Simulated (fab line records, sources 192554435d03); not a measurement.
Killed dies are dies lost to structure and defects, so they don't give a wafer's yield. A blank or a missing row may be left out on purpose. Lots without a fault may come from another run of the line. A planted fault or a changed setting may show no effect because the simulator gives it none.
Chamber matching | flow n5_finfet | N5_BEOL_M12_VIA_ETCH_16 on rie_diel-04: 4 sister chambers
The step etches SiOC in C4F8/O2/Ar, target depth 724.8 nm. 4 wafers are shown with their chamber, then 8 later ones without.

WAFERS WITH THEIR CHAMBER
wafer  | chamber | drypump_motor_current_A (A)
L080.2 | 1       | 6.2
L080.5 | 0       | 5.5
L088.5 | 2       | 5.8
L091.2 | 3       | 5.7

WAFERS WITHOUT THEIR CHAMBER
wafer  | drypump_motor_current_A (A)
L091.4 | 6.1
L091.5 | 5.6
L093.1 | 5.5
L093.3 | 5.7
L093.5 | 5.5
L097.2 | 5.7
L097.3 | 5.5
L097.6 | 5.7

WHICH CHAMBER EACH WENT THROUGH
wafer  | from the rows above     | in truth
L091.4 | 1                       | 1
L091.5 | can't be placed: 0 or 3 | 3
L093.1 | 0                       | 0
L093.3 | can't be placed: 3 or 2 | 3
L093.5 | 0                       | 0
L097.2 | can't be placed: 3 or 2 | 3
L097.3 | 0                       | 0
L097.6 | can't be placed: 3 or 2 | 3
Placed correctly: 4 of 8. Can't be placed from these rows: 4 (the true chamber is among the candidates in 4). Placed wrongly: 0.
How it was worked out, from the rows above alone: a wafer's distance from a chamber is the root of the sum, over the readings, of the square of ((its reading less the chamber's mean) divided by the reading's scatter). The wafer belongs to the nearest chamber; if the next one is less than 2 further off, it can't be placed. A chamber's mean is the mean of its shown wafers. The scatter: with one shown wafer a chamber, the root of the mean of the squares of how far each hidden wafer lies from its nearest shown one.
